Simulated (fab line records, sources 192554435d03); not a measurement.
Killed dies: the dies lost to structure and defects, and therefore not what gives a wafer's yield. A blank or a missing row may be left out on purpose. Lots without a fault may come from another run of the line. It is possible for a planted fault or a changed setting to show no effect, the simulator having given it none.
The tool behind it: which one? / flow n5_finfet / 21 wafers from 7 lots sampled at 2 of the route's 1938 steps

WHAT EACH GAUGE READ, for each wafer
N5_BEOL_M13_OVL_MEAS_29.
lot=L908; measured=day 11 05:49; on=overlay-02; M13_OVL (nm)=2 4 -2
lot=L910; measured=day 12 00:54; on=overlay-01; M13_OVL (nm)=4 -4 -3
lot=L917; measured=day 13 18:45; on=overlay-02; M13_OVL (nm)=- - -
lot=L920; measured=day 14 17:13; on=overlay-01; M13_OVL (nm)=3 5 -3
lot=L924; measured=day 16 02:39; on=overlay-01; M13_OVL (nm)=-2 -6 4
lot=L925; measured=day 16 12:41; on=overlay-02; M13_OVL (nm)=-6 -1 -2
lot=L928; measured=day 17 07:13; on=overlay-02; M13_OVL (nm)=-1 -2 -1

WHAT TOOL EACH LOT RAN ON (gives the tool, then ch and the chambers of the sampled wafers, and finally the start)
lot=L908; N5_BEOL_M13_EXPOSE_25=krf_scanner-02 ch 0, day 11 05:38
lot=L910; N5_BEOL_M13_EXPOSE_25=krf_scanner-02 ch 0, day 12 00:41
lot=L917; N5_BEOL_M13_EXPOSE_25=krf_scanner-01, day 13 18:32
lot=L920; N5_BEOL_M13_EXPOSE_25=krf_scanner-02 ch 0, day 14 17:01
lot=L924; N5_BEOL_M13_EXPOSE_25=krf_scanner-02 ch 0, day 16 02:28
lot=L925; N5_BEOL_M13_EXPOSE_25=krf_scanner-01 ch 0, day 16 12:29
lot=L928; N5_BEOL_M13_EXPOSE_25=krf_scanner-02 ch 0, day 17 07:01
- N5_BEOL_M13_EXPOSE_25: exposes mask M13, target cd 210 nm.

THE ANSWER, worked out from the rows above alone
Rule: the lots themselves supply what counts as usual. The widest of any qualifying gaps counts: lots, ordered by their means at a reading, are off when they make up no more than a third of the lots, leave a main group of 4 or more, and stand apart from it by 3 or more times the standard deviation of that group's means. A main group whose means are all the same, to the digits that the tables above print for the reading, isn't used. A lot without any number at a reading at which 4 lots or more have one is off too. Where the step has rows for the other lots, those lots are counted as sound.
Off: at N5_BEOL_M13_OVL_MEAS_29 (M13_OVL), L917. Without a number there: L917. The main group: mean -1 nm, standard deviation 1.6.
A tool fits if, at a process step before that reading, it ran every lot that is off, and no sound lot after the first of them. Gauges at N5_BEOL_M13_OVL_MEAS_29: tried the same way as those tools. None of those tried fits.

WHAT WAS PUT IN BY THE SIMULATOR
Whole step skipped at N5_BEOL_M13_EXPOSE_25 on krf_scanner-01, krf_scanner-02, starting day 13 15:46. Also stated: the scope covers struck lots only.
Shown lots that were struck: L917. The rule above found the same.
